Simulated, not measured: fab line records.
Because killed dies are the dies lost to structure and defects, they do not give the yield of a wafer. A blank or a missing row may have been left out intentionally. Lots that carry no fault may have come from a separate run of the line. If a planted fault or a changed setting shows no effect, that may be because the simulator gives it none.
Chamber matching    flow nandHarc    NHARC_A_STAIRCASE_ETCH_313 on rieDiel-02: 4 sister chambers
The step etches the open film in CF4/CHF3. 4 wafers are shown with their chamber, then 7 later ones without.

== WAFERS PAIRED WITH THEIR CHAMBERS ==
wafer   chamber  drypumpMotorCurrentA (A)
L089.1  1        6.0
L089.4  0        5.8
L090.4  2        5.3
L090.5  3        5.2

== WAFERS WITHOUT THEIR CHAMBER ==
wafer   drypumpMotorCurrentA (A)
L090.6  5.3
L091.2  5.3
L091.4  5.2
L091.5  5.2
L095.3  5.4
L095.4  5.2
L095.6  6.0

== THE CHAMBER EACH PASSED THROUGH ==
wafer   from the rows above  in truth
L090.6  2                    2
L091.2  2                    2
L091.4  3                    3
L091.5  3                    3
L095.3  2                    2
L095.4  3                    3
L095.6  1                    1
Placed correctly: 7 of 7. Not placeable from these rows: 0. Placed wrongly: 0.
How it was worked out, from the rows above alone: a wafer's distance from a chamber is the root of the sum, over the readings, of the square of ((its reading less the chamber's mean) divided by the reading's scatter). If the next closest chamber is less than 2 further off than the closest, the wafer can't be placed; otherwise it belongs to the closest. A chamber's mean is the mean of its shown wafers. The scatter: root of mean squared gap, hidden wafer to nearest shown wafer, with one shown wafer a chamber.
